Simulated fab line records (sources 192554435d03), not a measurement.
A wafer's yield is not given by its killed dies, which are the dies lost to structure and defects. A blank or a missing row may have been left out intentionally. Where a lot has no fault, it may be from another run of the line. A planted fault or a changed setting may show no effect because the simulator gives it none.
Comparing a struck lot with a sound one ; flow n5Finfet ; 16 steps out of a route of 1938
Sound: the wafers L240.2, L240.3, L240.6. Struck: wafers L233.1, L233.6 (left out: L233.3, a lot-mate that was not struck); the cause follows at the end.
For every step that has rows: the tool of each side, followed by ch and its chambers, followed by its first start. Under that, the readings that differ: sound wafers ; struck wafers ; difference of the means ; sigmas: that difference in standard deviations of wafers without a fault.
alike: readings with means less than 2 such deviations apart, plus words and numbers identical on both sides. not compared: withheld readings, readings lacking a value on some wafer, bounds such as >300 that could conceal the same value, and numbers that have no deviation in the record and whose values overlap.
A row with sigmas, a row that says differs or no value, or rows on one side alone: a step with any of these is where the two part. When numbers do not overlap yet have no deviation, they are printed without sigmas and do not part them. A reading missing from all wafers of one side parts the sides only when that side holds two or more wafers.

N5_DUMMY_GATE_ETCH_42: etches SiO2 in CHF3/O2, target depth 3.5 nm, time 31 s.
  sound on rieDiel-03 ch 0,2, day 8 07:54; struck on rieDiel-03 ch 0,1, day 6 05:01
reading;sound;struck;difference;sigmas
oes_o_777_au (a.u.);0.95 0.80 0.79;0.67 0.66;-0.18;-3
oesProductAu (a.u.);0.96 0.84 0.85;0.67 0.65;-0.22;-3
  alike: O2_flow_sccm, drypumpMotorCurrentA, rfVppV, showerheadPlenumPTorr, throttleValvePct
  not compared: rfHoursCounterH
N5_DUMMY_GATE_STRIP_48: strips in N2/H2, time 20 s.
  sound on rieDiel-03 ch 0,2, day 8 07:57; struck on rieDiel-03 ch 0,1, day 6 05:03
reading;sound;struck;difference;sigmas
oesProductAu (a.u.);0.97 0.86 0.86;0.67 0.64;-0.24;-3
throttleValvePct (%);11.70 11.89 11.87;12.68 12.33;+0.68;+2
  alike: drypumpMotorCurrentA, h2FlowSccm, rfVppV, showerheadPlenumPTorr
  not compared: rfHoursCounterH
then, 5 steps without rows for these wafers: N5_DUMMY_GATE_PRECLEAN_33 (cleans in dHF, time 10 s); N5_DUMMY_GATE_PRECLEAN_25 (cleans in O3/DIW, time 45 s); N5_DUMMY_GATE_PRECLEAN_51 (cleans in SC2, time 45 s); N5_DUMMY_GATE_SRD_26 (time 30 s); N5_DUMMY_GATE_UV_OZONE_45 (time 120 s).
N5_DUMMY_GATE_INSPECT_27: inspects for defects (brightfield).
  sound on defectInspect-02 at day 8 08:08; struck on defectInspect-02 at day 6 05:19
  alike: rawDefectCount
N5_SPACER0_ALD_07: deposits SiNx, target thk 2 nm.
  sound on aldSin-03 ch 0,2, day 8 08:10; struck on aldSin-04 ch 3, day 6 05:26
reading;sound;struck;difference;sigmas
heaterPowerW (W);849 918 932;722 725;-176;-2
N5_SPACER0_ALD_00: deposits SiOCN, target thk 3.5 nm, pulse time 3 s, purge time 2 s.
  sound on aldSin-03 ch 0,2, day 8 08:20; struck on aldSin-04 ch 3, day 6 05:35
reading;sound;struck;difference;sigmas
heaterPowerW (W);862 937 943;745 741;-171;-2
  alike: precursorPulseHeightRel
N5_SPACER0_ALD_08: deposits SiNx, target thk 2 nm.
  sound on aldSin-03 ch 0,2, day 8 08:35; struck on aldSin-04 ch 3, day 6 05:50
reading;sound;struck;difference;sigmas
heaterPowerW (W);839 911 910;736 717;-160;-2
N5_SPACER0_INSPECT_04: inspects for defects (darkfield).
  sound on defectInspect-02 at day 8 08:44; struck on defectInspect-02 at day 6 05:59
  alike: rawDefectCount
N5_SD_EPI_N_COAT_32: time 60 s, resist thk 350 nm.
  sound on lithoTrack-05 ch 0, day 8 08:46; struck on lithoTrack-03 ch 0, day 6 06:02
reading;sound;struck;difference;sigmas
heaterPowerTotalW (W);503.1 500.2 502.5;517.3 517.7;+15.6;+9
runLengthS (s);66.00 66.04 65.82;62.76 62.78;-3.18;-23
then, 1 step without rows for these wafers: N5_SD_EPI_N_COAT_33 (time 60 s, resist thk 35 nm).
-- the record jumps here: 6 days lie between the struck wafers' starts before and after (it left off in module SD_EPI_N and takes up again in module BEOL_M4, whose first step shown is number 1111 of the route) --
N5_BEOL_M4_RC_MEAS_101:
  sound on prober-02 ch 0, day 14 00:50; struck on prober-02 ch 0, day 11 23:03
  alike: DIBL_N, DIBL_P, IOFF_N, IOFF_P, ION_N, ION_P, SS_N, SS_P, VT_N, VT_P
then, 1 step without rows for these wafers: N5_PASSIVATION_PROBE_49.

## WHERE THEY PART
Earliest at N5_DUMMY_GATE_ETCH_42; latest, in this record, at N5_SD_EPI_N_COAT_32. Later steps at which nothing parts them and some readings are alike: N5_BEOL_M4_RC_MEAS_101.

WHY: the cause the simulator had injected
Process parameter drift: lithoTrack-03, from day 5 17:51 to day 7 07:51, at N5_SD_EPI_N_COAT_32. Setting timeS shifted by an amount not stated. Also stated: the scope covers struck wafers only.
